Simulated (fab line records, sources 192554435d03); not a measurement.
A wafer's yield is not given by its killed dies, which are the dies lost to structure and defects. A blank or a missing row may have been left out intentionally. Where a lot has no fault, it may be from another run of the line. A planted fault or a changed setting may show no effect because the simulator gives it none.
8D (eight disciplines) problem report, filled in by code | flow n5_finfet | the parts of the form that need people (team, actions taken, sign-off) are left out

## 1. WHAT IS WRONG
Wafers without a fault read 1500.3 rpm, standard deviation 0.93; spin_speed_rpm at N5_FIN_SAQP_COAT_10 reads a mean of 2270.2 rpm on 9 wafers belonging to 3 lots. So: +99 or more standard deviations from the usual mean.
The step: resist thk 90 nm.
The first sign was on wafer L246.2 at day 5 05:53, on litho_track-04. The record has a number at this step for 15 wafers belonging to 5 lots. The rule behind "out" and "out of limits": a value lying over 4 standard deviations away from the usual mean. All remaining wafers that have a number are taken as sound.

## 2. WHAT IT IS, WHAT IT ISN'T
question                    | is                     | is not
which readings at this step | spin_speed_rpm         | -
which lots                  | L246, L248, L249       | L237, L247
which wafers of those lots  | all that have a number | -
read on which tools         | litho_track-04         | litho_track-02
when                        | from day 5 05:53       | up to then (3 sound wafers); but 3 sound wafers of L247 came after

## 3. WHAT RULES OUT EACH SUSPECT
Counting: a tool stays on the suspect list if, at a process step up to the reading, it processed all lots that are out and no sound lot following the first of them.
- litho_track-04 at N5_FIN_SAQP_COAT_10 (resist thk 90 nm): kept. All lots that are out passed through it, beginning with L246 at day 5 05:53, and no sound lot followed; its final sound lot before that point was L237 at day 2 21:44. On those wafers its own readings are out: spin_speed_rpm.
The count leaves litho_track-04 at N5_FIN_SAQP_COAT_10.

## 4. THE CAUSE (what the simulator had put in)
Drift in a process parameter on litho_track-04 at N5_FIN_SAQP_COAT_10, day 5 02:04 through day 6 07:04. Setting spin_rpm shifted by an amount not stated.
Only this tool survived the counting.

## 5. THE EFFECT CHAIN, in route order
One row per reading whose mean, taken over the struck wafers that have a number, lies over 3 standard deviations from the usual. Only readings for which the record gives a usual standard deviation are gone through. hours: the time from each lot's start at the first step in this table that gives one to its start at this step, as a median over the lots. sigmas: the change in usual standard deviations.
hours | step                | reading        | usual      | on struck wafers | change | sigmas
0     | N5_FIN_SAQP_COAT_10 | spin_speed_rpm | 1500.3 rpm | 2270.2           | +769.9 | +99 or more
It contains these process steps:
- N5_FIN_SAQP_COAT_10: resist thk 90 nm.
Later measuring or inspecting steps at which every struck wafer that the step has a row for has a number for every such reading, and none has moved that far: N5_BEOL_M4_RC_MEAS_101.

## 6. HOW IT WOULD HAVE BEEN CAUGHT EARLIER
4 hours passed between the start of the fault at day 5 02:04 and the first reading out of limits in this record, taken at day 5 05:53.
